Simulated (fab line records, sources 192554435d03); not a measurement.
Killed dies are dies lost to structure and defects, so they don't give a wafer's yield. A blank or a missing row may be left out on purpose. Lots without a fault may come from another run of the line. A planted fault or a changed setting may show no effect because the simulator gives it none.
Chamber matching | flow n5_finfet | N5_BEOL_M15_ETCH_61 on rie_diel-03: 4 sister chambers
The step etches BARC in N2/H2, target depth 89 nm, overetch 26.7 nm, time 67.9 s. 4 wafers are shown with their chamber, then 12 later ones without.

WAFERS WITH THEIR CHAMBER
wafer  | chamber | drypump_motor_current_A (A)
L088.2 | 3       | 6.3
L090.3 | 2       | 6.1
L090.4 | 1       | 6.0
L090.6 | 0       | 4.9

WAFERS WITHOUT THEIR CHAMBER
wafer  | drypump_motor_current_A (A)
L091.2 | 6.1
L091.5 | 6.3
L091.6 | 4.9
L095.2 | 4.9
L095.5 | 6.2
L095.6 | 6.3
L094.3 | 6.1
L094.5 | 6.3
L094.6 | 4.9
L096.1 | 6.1
L096.2 | 4.9
L096.5 | 6.2

WHICH CHAMBER EACH WENT THROUGH
wafer  | from the rows above     | in truth
L091.2 | 2                       | 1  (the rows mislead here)
L091.5 | 3                       | 3
L091.6 | 0                       | 0
L095.2 | 0                       | 0
L095.5 | can't be placed: 3 or 2 | 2
L095.6 | 3                       | 3
L094.3 | 2                       | 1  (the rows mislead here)
L094.5 | 3                       | 3
L094.6 | 0                       | 0
L096.1 | 2                       | 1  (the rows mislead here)
L096.2 | 0                       | 0
L096.5 | can't be placed: 3 or 2 | 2
Placed correctly: 7 of 12. Can't be placed from these rows: 2 (the true chamber is among the candidates in 2). Placed wrongly: 3.
How it was worked out, from the rows above alone: a wafer's distance from a chamber is the root of the sum, over the readings, of the square of ((its reading less the chamber's mean) divided by the reading's scatter). The wafer belongs to the nearest chamber; if the next one is less than 2 further off, it can't be placed. A chamber's mean is the mean of its shown wafers. The scatter: with one shown wafer a chamber, the root of the mean of the squares of how far each hidden wafer lies from its nearest shown one.
